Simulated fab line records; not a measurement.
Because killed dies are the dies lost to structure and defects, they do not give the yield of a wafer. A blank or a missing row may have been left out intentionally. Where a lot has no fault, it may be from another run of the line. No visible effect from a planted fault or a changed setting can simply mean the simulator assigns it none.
A struck lot beside a sound one :: flow nand_harc :: 32 steps out of a route of 1159
Sound: these wafers, L981.2, L981.3, L981.5. Struck: wafer L995.1 (left out: L995.2, L995.3 of the same lot, which were not struck); the cause appears at the end.
For every step that has rows: the tool of each side, followed by ch and its chambers, followed by its first start. Under that, the readings that differ: sound wafers :: struck wafers :: difference of the means :: sigmas: that difference in standard deviations of wafers without a fault.
alike: readings whose means differ by less than 2 such deviations, and words and numbers that are the same on both sides. not compared: withheld readings, readings that some wafer has no value for, bounds like >300 that may hide the same value, and numbers for which the record gives no deviation and whose values overlap.
Wherever a step has rows on one side only, a row that says differs or no value, or a row with sigmas, the two part there. Non-overlapping numbers with no deviation appear without sigmas and do not part them. A reading missing from all wafers of one side parts the sides only when that side holds two or more wafers.

first, 8 steps without rows for these wafers: NHARC_P_M0_DESCUM_14 (chemistry O2, time 3 s); NHARC_P_M0_ETCH_34 (etches the open film in N2/H2, target depth 40 nm, overetch 12 nm, time 43.94 s); NHARC_P_M0_ETCH_15 (etches the open film in C4F8/Ar, target depth 150 nm, overetch 15 nm, time 82.5 s); NHARC_P_M0_STRIP_18 (strips in N2/H2); NHARC_P_M0_STRIP_19 (strips in post etch residue remover, time 600 s); NHARC_P_M0_DEGAS_28 (time 60 s); NHARC_P_M0_PRE_CLEAN_29 (time 30 s); NHARC_P_M0_PVD_20 (deposits TaN, target thk 5 nm, time 8.06 s).
NHARC_P_M0_PVD_21: deposits Cu, target thk 30 nm, time 20.49 s.
  struck on pvd_sputter-01, day 10 01:42; sound on pvd_sputter-01, day 6 20:07
  alike: throttle_valve_pct
then, 22 steps without rows for these wafers: NHARC_P_M0_ECD_22 (material Cu, target thk 400 nm); NHARC_P_M0_ANNEAL_30 (time 90 s); NHARC_P_M0_CMP_23 (polishes, t overpolish 20 s, target thk 117.53 nm); NHARC_P_M0_SRD_25; NHARC_P_M0_PRE_CLEAN_31 (time 12 s); NHARC_P_M0_DEP_32 (deposits SiCN, target thk 30 nm); NHARC_P_M1_DEP_00 (deposits SiOC, target thk 182.5 nm); NHARC_P_M1_DEHYDRATE_01 (time 120 s); NHARC_P_M1_HMDS_02 (time 30 s); NHARC_P_M1_COAT_34 (time 65 s); NHARC_P_M1_COAT_03 (resist thk 90 nm); NHARC_P_M1_SOFTBAKE_04 (time 55 s); NHARC_P_M1_EBR_05; NHARC_P_M1_EXPOSE_06 (exposes mask P M1, target cd 130 nm); NHARC_P_M1_PEB_07 (peb time 65 s); NHARC_P_M1_DEVELOP_08 (develop time 35 s); NHARC_P_M1_DESCUM_14 (chemistry O2, time 3 s); NHARC_P_M1_ETCH_35 (etches the open film in N2/H2, target depth 40 nm, overetch 12 nm, time 43.94 s); NHARC_P_M1_ETCH_15 (etches the open film in C4F8/Ar, target depth 182.5 nm, time 91.2 s); NHARC_P_M1_STRIP_18 (strips in N2/H2); NHARC_P_M1_ETCH_28 (etches the open film in CF4/N2, target depth 30 nm, time 72.99 s); NHARC_P_M1_STRIP_19 (strips in post etch residue remover, time 600 s).
-- record jumps: 14 days between struck wafers' starts before vs after; left off in module P_M1, resumes in module END, first step shown is number 1159 of the route --
NHARC_END_SORT_01:
  sound on prober-02 ch 0, day 19 18:10; struck on prober-01 ch 0, day 23 14:10
reading: defect_limited_yield (%)
sound: 95.3 96.9 94.5
struck: 0.7
difference: -94.9
sigmas: -63

reading: killed_at_periphery
sound: 4 4 4
struck: 634
difference: +630
sigmas: +99 or more

reading: killed_dies
sound: 32 21 37
struck: 672
difference: +642
sigmas: +64

reading: sort_bin_2_pct (%)
sound: 1.0 1.3 2.2
struck: 95.6
difference: +94.1
sigmas: +99 or more

reading: sort_n_pass
sound: 645 656 640
struck: 5
difference: -642
sigmas: -64

reading: sort_rim_yield_pct (%)
sound: 96.2 100.0 99.1
struck: 0.9
difference: -97.5
sigmas: -51

reading: sort_yield_pct (%)
sound: 95.3 96.9 94.5
struck: 0.7
difference: -94.9
sigmas: -63
  alike: killed_at_array, killed_at_other, killed_open, killed_short, sort_bin_3_pct, sort_bin_4_pct

WHERE THEY PART
Within this record, at NHARC_END_SORT_01 only.

WHY: whatever the simulator had introduced
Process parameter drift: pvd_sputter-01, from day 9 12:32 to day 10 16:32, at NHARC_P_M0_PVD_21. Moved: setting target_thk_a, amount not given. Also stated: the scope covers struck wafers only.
